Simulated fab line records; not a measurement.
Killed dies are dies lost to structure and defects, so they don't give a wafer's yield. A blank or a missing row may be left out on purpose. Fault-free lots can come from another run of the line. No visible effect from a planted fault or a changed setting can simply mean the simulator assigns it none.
Chamber matching | flow n5 finfet | N5_BEOL_M15_ETCH_61 on rie diel-02 has 4 sister chambers
The step etches BARC in N2/H2, target depth 89 nm, overetch 26.7 nm, time 67.9 s. 20 wafers are shown with their chamber, then 10 later ones without.

## WAFERS, EACH WITH ITS CHAMBER
wafer  | chamber | showerhead plenum p Torr (Torr) | drypump motor current A (A) | throttle valve pct (%)
L074.1 | 0       | 2.61                            | 6.1                         | 17.4
L074.3 | 2       | 2.43                            | 5.3                         | 17.9
L074.6 | 1       | 2.70                            | 6.6                         | 17.9
L080.1 | 2       | 2.43                            | 5.3                         | 17.9
L080.4 | 3       | 2.57                            | 5.3                         | 18.3
L080.6 | 2       | 2.43                            | 5.3                         | 17.9
L083.2 | 1       | 2.69                            | 6.6                         | 17.9
L083.4 | 3       | 2.56                            | 5.3                         | 18.3
L083.6 | 0       | 2.60                            | 6.1                         | 17.5
L086.1 | 1       | 2.68                            | 6.6                         | 17.9
L086.5 | 0       | 2.60                            | 6.2                         | 17.5
L086.6 | 3       | 2.56                            | 5.2                         | 18.3
L089.2 | 0       | 2.59                            | 6.1                         | 17.5
L089.3 | 3       | 2.56                            | 5.3                         | 18.3
L089.6 | 3       | 2.56                            | 5.2                         | 18.3
L092.1 | 0       | 2.59                            | 6.2                         | 17.5
L092.2 | 1       | 2.68                            | 6.6                         | 17.9
L092.6 | 3       | 2.56                            | 5.2                         | 18.3
L093.1 | 3       | 2.56                            | 5.3                         | 18.3
L093.4 | 1       | 2.68                            | 6.5                         | 18.0

SIGNATURES, as means of the wafers listed above
reading                  | chamber 0 | chamber 1 | chamber 2 | chamber 3 | scatter within a chamber
showerhead plenum p Torr | 2.5980    | 2.6860    | 2.4300    | 2.5614    | 0.00655
drypump motor current A  | 6.140     | 6.580     | 5.300     | 5.257     | 0.0482
throttle valve pct       | 17.480    | 17.920    | 17.900    | 18.300    | 0.0316
Rule: for a wafer and a chamber, the distance is found by dividing, reading by reading, the gap between the wafer's reading and the chamber's mean by the reading's scatter, squaring, summing and taking the root. The wafer belongs to the nearest chamber; if the next one is less than 2 further off, it can't be placed. The scatter: the root of (the sum of the squares of (reading less its chamber's mean) over the shown wafers, divided by (wafers less chambers)).

## WAFERS WITHOUT THEIR CHAMBER
wafer  | showerhead plenum p Torr (Torr) | drypump motor current A (A) | throttle valve pct (%)
L093.6 | 2.42                            | 5.3                         | 18.0
L095.2 | 2.59                            | 6.2                         | 17.5
L095.5 | 2.68                            | 6.6                         | 18.0
L095.6 | 2.59                            | 6.1                         | 17.5
L094.1 | 2.41                            | 5.3                         | 18.0
L094.2 | 2.55                            | 5.3                         | 18.3
L094.5 | 2.41                            | 5.3                         | 18.0
L096.2 | 2.59                            | 6.2                         | 17.5
L096.4 | 2.41                            | 5.3                         | 18.0
L096.5 | 2.59                            | 6.2                         | 17.5

## WHICH CHAMBER EACH WENT THROUGH
wafer  | from the rows above | in truth
L093.6 | 2                   | 2
L095.2 | 0                   | 0
L095.5 | 1                   | 1
L095.6 | 0                   | 0
L094.1 | 2                   | 2
L094.2 | 3                   | 3
L094.5 | 2                   | 2
L096.2 | 0                   | 0
L096.4 | 2                   | 2
L096.5 | 0                   | 0
10 of 10 placed correctly. Left unplaced by these rows: 0. Wrongly placed: 0.
